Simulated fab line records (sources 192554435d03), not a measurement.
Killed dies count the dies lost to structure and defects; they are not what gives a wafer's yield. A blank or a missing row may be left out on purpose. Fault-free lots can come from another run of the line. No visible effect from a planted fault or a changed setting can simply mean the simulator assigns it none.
Chamber matching | flow n5Finfet | aldMetal-02 running N5_BEOL_M6_ALD_77: 4 sister chambers
The step deposits TaN, target thk 2 nm, pulse time 2 s, purge time 3 s. 4 wafers are shown with their chamber, then 9 later ones without.

== WAFERS WITH THEIR CHAMBER ==
wafer  | chamber | heaterPowerW (W)
L086.6 | 0       | 369
L088.4 | 1       | 371
L089.1 | 3       | 432
L089.6 | 2       | 332

== WAFERS WITH NO CHAMBER GIVEN ==
wafer  | heaterPowerW (W)
L091.3 | 332
L091.4 | 450
L091.6 | 324
L093.2 | 363
L093.5 | 368
L093.6 | 375
L094.2 | 341
L094.4 | 434
L094.5 | 429

== EACH ONE'S CHAMBER ==
wafer  | from the rows above     | in truth
L091.3 | 2                       | 2
L091.4 | 3                       | 3
L091.6 | 2                       | 2
L093.2 | can't be placed: 0 or 1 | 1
L093.5 | can't be placed: 0 or 1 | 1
L093.6 | can't be placed: 1 or 0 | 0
L094.2 | 2                       | 2
L094.4 | 3                       | 3
L094.5 | 3                       | 3
Correct placement for 6 of the 9. Can't be placed from these rows: 3 (the true chamber is among the candidates in 3). Wrongly placed: 0.
How it was worked out, from the rows above alone: a wafer's distance from a chamber is the root of the sum, over the readings, of the square of ((its reading less the chamber's mean) divided by the reading's scatter). If the next closest chamber is less than 2 further off than the closest, the wafer can't be placed; otherwise it belongs to the closest. A chamber's mean is the mean of its shown wafers. The scatter: with one shown wafer a chamber, the root of the mean of the squares of how far each hidden wafer lies from its nearest shown one.
